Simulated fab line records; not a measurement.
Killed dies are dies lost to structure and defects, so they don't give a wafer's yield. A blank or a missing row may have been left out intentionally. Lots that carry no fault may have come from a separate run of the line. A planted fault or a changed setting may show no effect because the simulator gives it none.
Which tool was responsible? | flow nand-harc | 14 lots, 42 wafers sampled, at 5 steps of a route of 1302

WHAT THE GAUGES READ, wafer by wafer
NHARC_END_SORT_01. Usual: killed-at-array 53, standard deviation 18; killed-at-other 0.8, standard deviation 1.1; killed-at-periphery 4.1, standard deviation 2.7; killed-dies 58, standard deviation 18; killed-open 3.1, standard deviation 1.7; killed-short 2.7, standard deviation 1.7.
lot  | measured     | on        | killed-at-array | killed-at-other | killed-at-periphery | killed-dies | killed-open | killed-short | flag
L113 | day 28 19:38 | prober-02 | 60 57 72        | 1 1 1           | 616 619 604         | 677 677 677 | 5 3 1       | 5 5 2        | OFF
L116 | day 30 09:52 | prober-01 | 53 39 55        | 1 0 1           | 623 638 621         | 677 677 677 | 0 1 6       | 6 3 7        | OFF

WHAT TOOL EACH LOT RAN ON (gives the tool, then ch and the chambers of the sampled wafers, and finally the start)
lot  | NHARC_P_GATE_DEVELOP_45           | NHARC_THIN_TSV_DEP_47           | NHARC_THIN_TSV_ETCHBACK_48         | NHARC_THIN_TSV_PVD_51
L105 | litho-track-02 ch 0, day 6 13:00  | pecvd-03 ch 0,1,2, day 25 13:20 | rie-diel-07 ch 0,2,3, day 25 13:44 | pvd-sputter-03, no start
L106 | litho-track-02 ch 0, day 6 16:00  | pecvd-02 ch 0,1, day 25 12:10   | rie-diel-07 ch 1,2,3, day 25 12:34 | pvd-sputter-02, no start
L108 | litho-track-03 ch 0, day 7 15:00  | pecvd-04 ch 0,2, day 26 02:35   | rie-diel-07 ch 1,2, day 26 02:59   | pvd-sputter-02, no start
L107 | litho-track-02 ch 0, day 7 17:00  | pecvd-04 ch 0,1,2, day 25 14:44 | rie-diel-04 ch 1,2, day 25 15:09   | pvd-sputter-03, no start
L109 | litho-track-07 ch 0, day 8 09:00  | pecvd-02 ch 0,2, day 26 15:38   | rie-diel-01 ch 1,2, day 26 16:02   | pvd-sputter-02, no start
L110 | litho-track-02 ch 0, day 8 16:00  | pecvd-03 ch 0,2, day 27 14:11   | rie-diel-01 ch 0,2,3, day 27 14:46 | pvd-sputter-03, no start
L111 | litho-track-02 ch 0, day 8 22:00  | pecvd-03 ch 0,2, day 27 20:01   | rie-diel-01 ch 2,3, day 27 20:29   | pvd-sputter-01, no start
L113 | litho-track-02 ch 0, day 9 16:00  | -                               | -                                  | -
L115 | litho-track-07 ch 0, day 10 07:00 | pecvd-02 ch 0,1,2, day 28 07:42 | rie-diel-01 ch 0,1,2, day 28 08:02 | pvd-sputter-03, no start
L116 | litho-track-02 ch 0, day 11 05:00 | -                               | -                                  | -
L123 | litho-track-07 ch 0, day 14 04:00 | pecvd-04 ch 0,1,2, day 32 14:57 | rie-diel-04 ch 0,2,3, day 32 15:23 | pvd-sputter-01, no start
L124 | litho-track-02 ch 0, day 14 06:00 | pecvd-03 ch 0,1,2, day 32 13:32 | rie-diel-01 ch 0,2,3, day 32 13:58 | pvd-sputter-02, no start
L125 | litho-track-03 ch 0, day 14 21:00 | pecvd-02 ch 0,1, day 33 23:36   | rie-diel-07 ch 0,3, day 33 23:57   | pvd-sputter-02, no start
L126 | litho-track-02 ch 0, day 15 06:00 | pecvd-04 ch 1,2, day 33 19:44   | rie-diel-01 ch 1,2,3, day 33 20:05 | pvd-sputter-01, no start
- NHARC_P_GATE_DEVELOP_45: time 70 s.
- NHARC_THIN_TSV_DEP_47: deposits SiO2, target thk 200 nm.
- NHARC_THIN_TSV_ETCHBACK_48: etches the open film in C4F8/Ar, target depth 1028.5 nm, time 405.17 s.
- NHARC_THIN_TSV_PVD_51: deposits Cu, target thk 100 nm.

WHAT THE TOOLS THEMSELVES READ (means of the sampled wafers that have a number; where no wafer has one, the mark that the record gives instead)
NHARC_THIN_TSV_DEP_47. Usual: throttle-valve-pct 15.5 %, standard deviation 0.59.
lot  | tool     | throttle-valve-pct (%) | flag
L105 | pecvd-03 | 15.2                   |
L106 | pecvd-02 | 16.8                   |
L108 | pecvd-04 | 15.9                   |
L107 | pecvd-04 | 15.7                   |
L109 | pecvd-02 | 15.5                   |
L110 | pecvd-03 | 15.4                   |
L111 | pecvd-03 | 14.9                   |
L115 | pecvd-02 | 16.1                   |
L123 | pecvd-04 | 15.4                   |
L124 | pecvd-03 | 15.5                   |
L125 | pecvd-02 | 15.6                   |
L126 | pecvd-04 | 15.2                   |

NHARC_THIN_TSV_ETCHBACK_48. Usual: oes-product-au 0.94 a.u., standard deviation 0.033; rf-vpp-V 546 V, standard deviation 3.6.
lot  | tool        | oes-product-au (a.u.) | rf-vpp-V (V) | flag
L105 | rie-diel-07 | 0.92                  | 544          |
L106 | rie-diel-07 | 0.99                  | 548          |
L108 | rie-diel-07 | 0.92                  | 551          |
L107 | rie-diel-04 | 0.92                  | 542          |
L109 | rie-diel-01 | 0.92                  | 547          |
L110 | rie-diel-01 | 1.00                  | 546          |
L111 | rie-diel-01 | 0.92                  | 549          |
L115 | rie-diel-01 | 0.92                  | 545          |
L123 | rie-diel-04 | 0.95                  | 547          |
L124 | rie-diel-01 | 0.97                  | 546          |
L125 | rie-diel-07 | 0.97                  | 542          |
L126 | rie-diel-01 | 0.99                  | 548          |

NHARC_THIN_TSV_PVD_51. Usual: throttle-valve-pct 29.5 %, standard deviation 0.92.
lot  | tool           | throttle-valve-pct (%) | flag
L105 | pvd-sputter-03 | 28.9                   |
L106 | pvd-sputter-02 | 29.6                   |
L108 | pvd-sputter-02 | 29.0                   |
L107 | pvd-sputter-03 | 29.2                   |
L109 | pvd-sputter-02 | 28.8                   |
L110 | pvd-sputter-03 | 29.7                   |
L111 | pvd-sputter-01 | 30.2                   |
L115 | pvd-sputter-03 | 28.7                   |
L123 | pvd-sputter-01 | 30.6                   |
L124 | pvd-sputter-02 | 29.8                   |
L125 | pvd-sputter-02 | 29.7                   |
L126 | pvd-sputter-01 | 30.4                   |

THE ANSWER, worked out from the rows above alone
Rule: lot off if the mean of its wafers having a number is beyond 3 standard deviations from the usual mean. A lot without any number at a reading at which 4 lots or more have one is off too. Where the step has rows for the other lots, those lots are counted as sound. First the gauges in route order, then the tools' own readings, where a lot's mean is used as printed above. The first step at which some lot is off is used, and at that step the reading that is off furthest; a lot without a number counts as furthest.
Off, at NHARC_END_SORT_01 on killed-at-periphery: L113, L116. Neither off nor sound, because the step has no rows for them: L105, L106, L108, L107, L109, L110, L111, L115, L123, L124, L125, L126.
A tool fits if, at a process step before that reading, it ran every lot that is off, and no sound lot after the first of them. Gauges at NHARC_END_SORT_01: tried the same way as those tools. One fits: NHARC_P_GATE_DEVELOP_45 on litho-track-02. It ran no sound lot before its first lot that is off in this sample, so the start can't be narrowed down.

WHAT THE SIMULATOR HAD INSERTED
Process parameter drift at NHARC_P_GATE_DEVELOP_45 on litho-track-02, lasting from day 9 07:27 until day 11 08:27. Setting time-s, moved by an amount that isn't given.
Shown lots that were struck: L113, L116. The rule given above showed the same thing.
